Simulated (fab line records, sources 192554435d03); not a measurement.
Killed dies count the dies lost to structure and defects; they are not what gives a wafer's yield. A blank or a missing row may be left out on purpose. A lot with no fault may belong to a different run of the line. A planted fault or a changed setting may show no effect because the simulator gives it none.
fab line records | flow n5Finfet
record: lots: 11 wafers: 32 lastDay: 18
route steps=1938 shown BEOL_M5@1150 PASSIVATION@1936
lots untouched by any fault: they come from a run of this same line in which no faults occurred
startH: hours from the record's first day to the start of the lot's first wafer shown | waitH: how many hours have passed since the lot's step before this one | " the same as in the row above | L1.1+2: one row covering several wafers at once | - value missing, or start not given | * or withheld: withheld | < > ~ a bound
route shown NAME@n: NAME is a module with steps in the file, n the number in the route of the first one | usual: mean/standard deviation taken from wafers without a fault | same: alike in all rows | chamber/n: place in a boat | sites: each site's reading | _std_site: standard deviation of those values | _edge_site: mean of outer sites minus mean of inner sites | radiusMm: for every site, how far away it sits from the centre of the wafer | mask NAME#n: copy n | behind: the most recent tool/chamber to have shaped the wafer | hold: what put the lot on hold/how long, in hours/how the hold closed | device: the transistor (n, p or np) that didn't switch | end of line: tests run on the same wafers once the route is complete | where a step has no rows: the recipe by itself | killed: dies lost to structure and defects at the first sort, not the wafer's yield | map: the dies of a wafer, with x for killed, . for not killed, _ for no die there
set.NAME: the run value of the setting; set.NAME@STEP: its run value at that earlier step | model.NAME: the simulator's own value behind a step, which no gauge read
one table for each step of the route and one row for each wafer, over a sample of lots
services: the hour from which a tool's chamber was out of use, counted from the record's first day as startH (under 0 if before that day), plus the number of hours and why
== steps ==
step: N5_BEOL_M5_INSPECT_30
recipe: mode: adi inspectInstrument: brightfield
usual: rawDefectCount: 397/85
columns lot.wafer tool chamber startH waitH rawDefectCount
L196.1 defectInspect-01 - 168.08 0.1 450
L196.5 " - " " 281
L196.6 " - " " 464
L197.3 defectInspect-02 - 173.88 0.0 367
L197.4 " - " " 415
L197.6 " - " " 250
L198.3 defectInspect-01 - 187.35 0.0 457
L198.5 " - " " 482
L199.1 defectInspect-02 - 192.39 0.1 343
L199.4 " - " " 373
L199.5 " - " " 436
L201.2 defectInspect-02 - 199.36 0.0 386
L201.3 " - " " 544
L201.6 " - " " 496
L208.1 defectInspect-01 - 263.10 0.1 386
L208.3 " - " " 328
L208.4 " - " " 480
L209.1 defectInspect-01 - 265.72 0.1 331
L209.2 " - " " 503
L209.5 " - " " 444
L213.2 defectInspect-02 - 289.70 0.0 482
L213.5 " - " " 553
L213.6 " - " " 373
L216.3 defectInspect-01 - 315.93 0.0 408
L216.4 " - " " 449
L216.5 " - " " 410
L218.2 defectInspect-02 - 316.29 0.0 318
L218.3 " - " " 348
L218.4 " - " " 320
L219.1 defectInspect-01 - 325.40 0.1 454
L219.3 " - " " 409
L219.6 " - " " 293
step: N5_BEOL_M5_TRENCH_ETCH_37
recipe: chemistry: C4F6/O2 targetDepthA: 716.52 target: SiCOH_lowk timeS: 24.7 ionEnergyEv: 250 pressureMtorr: 30 sourceW: 345 biasW: 185 Ar_flow_sccm: 300 C4F6_flow_sccm: 10 O2_flow_sccm: 10
usual: biasW: 185.0/0.56 drypumpMotorCurrentA: 5.5/0.39 oesProductAu: 0.79/0.091 rfVppV: 676/19 showerheadPlenumPTorr: 2.86/0.084 throttleValvePct: 20.98/0.2
columns lot.wafer tool chamber startH waitH biasW drypumpMotorCurrentA oesProductAu rfHoursCounterH rfVppV showerheadPlenumPTorr throttleValvePct
L196.1 rieDiel-02 0 168.38 - 186.3 4.8 0.70 230 680 2.85 21.43
L196.5 " 1 " " 184.7 6.0 0.72 - 713 2.81 20.97
L196.6 " 2 " " 184.3 5.8 0.96 - 656 2.82 20.64
L197.3 rieDiel-02 1 174.18 - 184.6 6.0 0.72 200 714 2.81 21.00
L197.4 " 0 " " 185.2 4.8 0.69 232 679 2.85 21.42
L197.6 " 2 " " 184.8 5.8 0.96 - 655 2.81 20.69
L198.3 rieDiel-02 1 188.14 - 183.8 6.0 0.71 205 712 2.81 20.99
L198.5 " 0 " " 184.9 4.8 0.68 - 681 2.85 21.44
L199.1 rieDiel-06 0 192.69 - 185.8 5.6 0.75 161 657 2.97 21.05
L199.4 " 1 " " 184.9 5.4 0.85 - 673 2.79 21.20
L199.5 " 2 " " 185.1 6.1 0.76 - 677 2.82 20.72
L201.2 rieDiel-04 0 199.66 - 184.6 5.6 0.85 59 688 2.80 20.94
L201.3 " 1 " " 184.9 5.0 0.68 232 701 2.79 21.13
L201.6 " 2 " " 186.4 5.7 0.72 - 657 2.72 20.85
L208.1 rieDiel-02 0 263.54 - 185.7 4.8 1.00 3 680 2.84 21.08
L208.3 " 3 " " 184.8 5.7 0.86 67 666 2.96 21.01
L208.4 " 1 " " 194.1 6.0 0.70 228 738 2.80 21.04
L209.1 rieDiel-02 0 266.02 - 184.3 4.7 0.99 4 681 2.84 21.09
L209.2 " 1 " " 192.9 6.0 0.71 229 739 2.80 21.01
L209.5 " 3 " " 184.5 5.7 0.85 - 667 2.96 20.99
L213.2 rieDiel-04 3 290.06 - 185.6 5.4 0.70 230 655 2.93 21.04
L213.5 " 1 " " 185.4 5.0 0.93 - 702 2.78 20.72
L213.6 " 0 " " 184.9 5.7 0.81 - 687 2.79 20.96
L216.3 rieDiel-06 1 316.23 - 184.9 5.4 0.81 102 672 2.77 21.24
L216.4 " 3 " " 185.2 5.2 0.81 74 705 3.00 20.71
L216.5 " 0 " " 184.3 5.6 0.72 - 655 2.96 21.09
L218.2 rieDiel-04 0 316.59 - 184.3 5.6 0.80 90 689 2.79 20.96
L218.3 " 1 " " 185.2 5.0 0.90 14 701 2.78 20.72
L218.4 " 0 " " 184.2 5.6 0.80 - 686 2.79 20.97
L219.1 rieDiel-06 3 325.70 - 184.9 5.2 0.82 77 703 3.00 20.73
L219.3 " 2 " " 185.4 6.1 0.74 169 675 2.80 20.77
L219.6 " 0 " " 185.4 5.6 0.72 - 657 2.96 21.13
step: N5_BEOL_M5_ETCH_41
recipe: chemistry: CH3F/O2 target: SiCN targetDepthA: 315 taperDeg: 2 timeS: 56.7 ionEnergyEv: 120 maskMaterial: TiN pressureMtorr: 30 sourceW: 395 biasW: 75 Ar_flow_sccm: 150 CH3F_flow_sccm: 30 O2_flow_sccm: 20
usual: biasW: 74.98/0.23 drypumpMotorCurrentA: 5.5/0.39 oesProductAu: 0.79/0.091 rfVppV: 297.6/1.5 showerheadPlenumPTorr: 2.01/0.061 throttleValvePct: 16.37/0.19
columns lot.wafer tool chamber startH waitH biasW drypumpMotorCurrentA oesProductAu rfHoursCounterH rfVppV showerheadPlenumPTorr throttleValvePct
L196.1 rieDiel-02 0 - - 75.28 4.8 0.68 230 297.6 2.00 16.74
L196.5 " 1 " " 74.72 6.0 0.71 - 297.6 1.98 16.44
L196.6 " 2 " " 74.83 5.8 0.95 - 294.8 1.98 15.98
L197.3 rieDiel-02 1 - - 75.29 6.0 0.72 200 296.7 1.98 16.44
L197.4 " 0 " " 74.89 4.7 0.69 232 297.2 2.00 16.75
L197.6 " 2 " " 74.69 5.8 0.95 - 297.7 1.98 15.98
L198.3 rieDiel-02 1 - - 74.71 6.0 0.72 205 296.3 1.98 16.45
L198.5 " 0 " " 75.18 4.8 0.68 - 296.0 2.00 16.76
L199.1 rieDiel-06 0 - - 75.32 5.6 0.74 161 299.9 2.09 16.42
L199.4 " 1 " " 74.80 5.4 0.85 - 296.6 1.95 16.51
L199.5 " 2 " " 75.00 6.1 0.78 - 298.0 1.98 16.19
L201.2 rieDiel-04 0 - - 74.99 5.7 0.85 59 295.9 1.96 16.24
L201.3 " 1 " " 75.21 5.0 0.67 232 296.5 1.97 16.60
L201.6 " 2 " " 75.40 5.7 0.72 - 295.4 1.91 16.32
L208.1 rieDiel-02 0 - - 74.70 4.7 0.99 3 295.8 1.99 16.30
L208.3 " 3 " " 74.97 5.7 0.85 67 299.1 2.09 16.41
L208.4 " 1 " " 74.71 6.0 0.70 228 297.1 1.97 16.49
L209.1 rieDiel-02 0 - - 74.37 4.8 0.98 4 297.4 1.99 16.32
L209.2 " 1 " " 75.13 6.0 0.69 229 297.2 1.97 16.49
L209.5 " 3 " " 75.24 5.7 0.85 - 299.4 2.09 16.42
L213.2 rieDiel-04 3 - - 75.06 5.3 0.70 230 298.6 2.06 16.51
L213.5 " 1 " " 75.14 5.0 0.92 - 295.7 1.96 16.15
L213.6 " 0 " " 74.93 5.6 0.82 - 298.3 1.96 16.29
L216.3 rieDiel-06 1 - - 74.50 5.4 0.81 102 297.2 1.94 16.57
L216.4 " 3 " " 74.88 5.2 0.82 74 300.2 2.11 16.11
L216.5 " 0 " " 75.35 5.6 0.71 - 298.9 2.08 16.48
L218.2 rieDiel-04 0 - - 75.26 5.6 0.81 90 296.2 1.95 16.31
L218.3 " 1 " " 74.75 5.0 0.93 15 296.9 1.96 16.15
L218.4 " 0 " " 75.45 5.6 0.81 - 296.6 1.95 16.31
L219.1 rieDiel-06 3 - - 74.85 5.2 0.81 77 299.6 2.11 16.11
L219.3 " 2 " " 75.34 6.1 0.75 169 296.9 1.97 16.29
L219.6 " 0 " " 74.62 5.6 0.72 - 299.7 2.08 16.48
step: N5_BEOL_M5_CURE_80
recipe: tempC: 370 timeS: 120 ambient: DMADMS/He material: SiCOH_lowk
usual: lampPowerPct: 52.31/0.054 wafer_temp_C_max: 371.7/0.69
columns lot.wafer tool chamber startH waitH lampPowerPct wafer_temp_C_max
L196.1 uvCure-03 1 168.73 0.0 52.32 370.9
L196.5 " 1 " " 52.31 371.5
L196.6 " 1 " " 52.20 371.1
L197.3 uvCure-01 2 174.73 0.2 52.26 372.3
L197.4 " 2 " " 52.23 372.4
L197.6 " 2 " " 52.28 371.3
L198.3 uvCure-03 1 188.58 0.1 52.34 370.7
L198.5 " 1 " " 52.29 370.7
L199.1 uvCure-02 2 193.04 0.0 52.28 372.6
L199.4 " 2 " " 52.35 372.4
L199.5 " 2 " " 52.36 372.0
L201.2 uvCure-03 2 200.06 0.1 52.27 370.8
L201.3 " 2 " " 52.29 370.8
L201.6 " 2 " " 52.35 371.0
L208.1 uvCure-02 2 263.88 0.0 52.39 371.7
L208.3 " 2 " " 52.25 372.0
L208.4 " 2 " " 52.32 372.3
L209.1 uvCure-02 2 266.37 0.0 52.30 372.2
L209.2 " 2 " " 52.27 371.8
L209.5 " 2 " " 52.26 371.7
L213.2 uvCure-02 1 290.52 0.1 52.34 371.5
L213.5 " 1 " " 52.27 371.3
L213.6 " 1 " " 52.31 371.5
L216.3 uvCure-01 1 316.69 0.1 52.38 371.1
L216.4 " 1 " " 52.30 371.3
L216.5 " 1 " " 52.28 371.0
L218.2 uvCure-02 1 316.98 0.1 52.27 371.0
L218.3 " 1 " " 52.30 371.9
L218.4 " 1 " " 52.33 371.2
L219.1 uvCure-03 0 326.05 0.0 52.30 372.5
L219.3 " 0 " " 52.27 372.6
L219.6 " 0 " " 52.37 372.7
step: N5_PASSIVATION_PROBE_49
usual: defectLimitedYield: 91.0/1.4 killed_at_M0_to_M3: 35/10 killed_at_M4_up: 14/5.5 killedAtContacts: 13/5.6 killedAtFrontEnd: 41/11 killedAtOther: 4/3.4 killedDies: 106/16 killedOpen: 68/12 killedShort: 35/7.3 sort_bin_4_leakage: 0.3/2.1 sort_bin_5_function: 5.3/0.89 sort_bin_6_memory: 3.4/0.67 sortNPass: 1070/28 sortYieldPct: 90.7/2.4
same: grossDies: 1180 killedAtBackSide: 0 sort_bin_8_speed[%]: 0
columns lot.wafer tool chamber startH waitH defectLimitedYield[%] killed_at_M0_to_M3 killed_at_M4_up killedAtContacts killedAtFrontEnd killedAtOther killedDies killedOpen killedShort sort_bin_4_leakage[%] sort_bin_5_function[%] sort_bin_6_memory[%] sortNPass sortYieldPct[%]
L196.1 prober-02 - 269.75 0.0 91.7 26 22 6 38 6 98 57 38 0 4.9 2.8 1082 91.7
L196.5 prober-02 - 269.95 0.2 92.0 23 15 1 44 11 94 54 34 0 4.2 3.3 1086 92.0
L196.6 prober-02 - 270.00 0.3 90.3 38 17 11 43 5 114 80 28 0 5.6 4.0 1066 90.3
L208.1 prober-02 - 376.48 0.0 90.9 43 8 8 47 1 107 77 27 0 5.0 3.9 1073 90.9
L208.3 prober-02 - 376.58 0.1 93.9 20 8 19 22 3 72 56 14 0 3.6 2.3 1108 93.9
L208.4 prober-02 - 376.63 0.2 92.1 32 8 13 40 0 93 62 29 0 4.7 3.1 1087 92.1
killed by level:class
L196.1 STI_FIN_REVEAL:geometricParticle:open=14 BEOL_M4:geometricParticle:open=13 STI_FIN_REVEAL:geometricParticle:short=7 BEOL_M0_SAQP:geometricParticle:short=7 GATE_CUT:geometricParticle:short=6 MOL_CONTACT_COAG:geometricParticle:open=4 BEOL_M0_SAQP:geometricParticle:open=4 BEOL_M1:geometricParticle:open=4
L196.5 STI_FIN_REVEAL:geometricParticle:open=14 BEOL_M0_SAQP:geometricParticle:open=6 FIN_SAQP:geometricParticle:short=5 DUMMY_GATE:geometricParticle:open=5 BEOL_M1:geometricParticle:open=5 BEOL_M3:geometricParticle:open=5 STI_FIN_REVEAL:geometricParticle:short=4 GATE_CUT:geometricParticle:short=4
L196.6 STI_FIN_REVEAL:geometricParticle:open=17 BEOL_M3:geometricParticle:open=12 BEOL_M4:geometricParticle:open=11 MOL_CONTACT_COAG:geometricParticle:open=7 BEOL_M0_SAQP:geometricParticle:open=7 BEOL_M1:geometricParticle:open=6 GATE_CUT:geometricParticle:short=5 BEOL_M0_SAQP:geometricParticle:short=5
L208.1 STI_FIN_REVEAL:geometricParticle:open=19 BEOL_M3:geometricParticle:open=12 BEOL_M2:geometricParticle:open=11 BEOL_M1:geometricParticle:open=8 MOL_CONTACT_COAG:geometricParticle:open=5 STI_FIN_REVEAL:geometricParticle:short=4 GATE_CUT:geometricParticle:short=4 FIN_SAQP:geometricParticle:short=3
L208.3 MOL_CONTACT_COAG:geometricParticle:open=16 STI_FIN_REVEAL:geometricParticle:open=7 BEOL_M1:geometricParticle:open=5 BEOL_M0_SAQP:geometricParticle:open=4 BEOL_M0:geometricParticle:open=4 BEOL_M3:geometricParticle:open=4 FIN_SAQP:geometricParticle:open=3 BEOL_M0_SAQP:geometricParticle:short=3
L208.4 BEOL_M1:geometricParticle:open=15 FIN_SAQP:geometricParticle:open=14 FIN_SAQP:geometricParticle:short=10 MOL_CONTACT_COAG:geometricParticle:open=7 BEOL_M0_SAQP:geometricParticle:short=7 STI_FIN_REVEAL:geometricParticle:open=5 MOL_CONTACT_COAG:geometricParticle:short=4 GATE_CUT:geometricParticle:short=3
== services ==
columns tool chamber startH hours kind
uvCure-01 - 148.51 2.1 pm
uvCure-02 - 154.23 1.0 pm
uvCure-03 - 154.30 2.1 pm
uvCure-01 - 157.08 7.5 pm
rieDiel-06 3 176.37 19.3 repair
uvCure-01 - 205.79 7.5 pm
rieDiel-04 0 222.79 11.3 repair
uvCure-03 - 225.12 2.8 pm
rieDiel-04 2 228.08 2.4 repair
rieDiel-02 0 234.65 - clean
rieDiel-02 0 234.65 - consumableReplace:focusRing
rieDiel-02 0 234.65 19.3 scheduledDown
rieDiel-02 0 234.65 19.3 ventCycle
uvCure-03 - 247.76 1.0 pm
rieDiel-04 1 249.86 - clean
rieDiel-04 1 249.86 - consumableReplace:focusRing
rieDiel-04 1 249.86 12.2 scheduledDown
rieDiel-04 1 249.86 12.2 ventCycle
rieDiel-06 2 299.45 8.1 repair
uvCure-01 - 315.48 1.0 pm
== key ==
firstSign: step: N5_BEOL_M5_TRENCH_ETCH_37 reading: biasW direction: up sigmas: 15 usual: * struck: *
effect none on later readings
metAt N5_BEOL_M5_TRENCH_ETCH_37
struckLots L208,L209
struckWafers L208.4,L209.2
notActingAt N5_BEOL_M5_INSPECT_30,N5_BEOL_M5_ETCH_41,N5_BEOL_M5_CURE_80
onsetBetween 188.14 263.54
fault: kind: processParameterDrift tool: rieDiel-02 chamber: 1 onsetH: 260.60 steps: N5_BEOL_M5_TRENCH_ETCH_37 channel: biasW offset: * shape: step endH: 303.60 actsIn: * stated: *
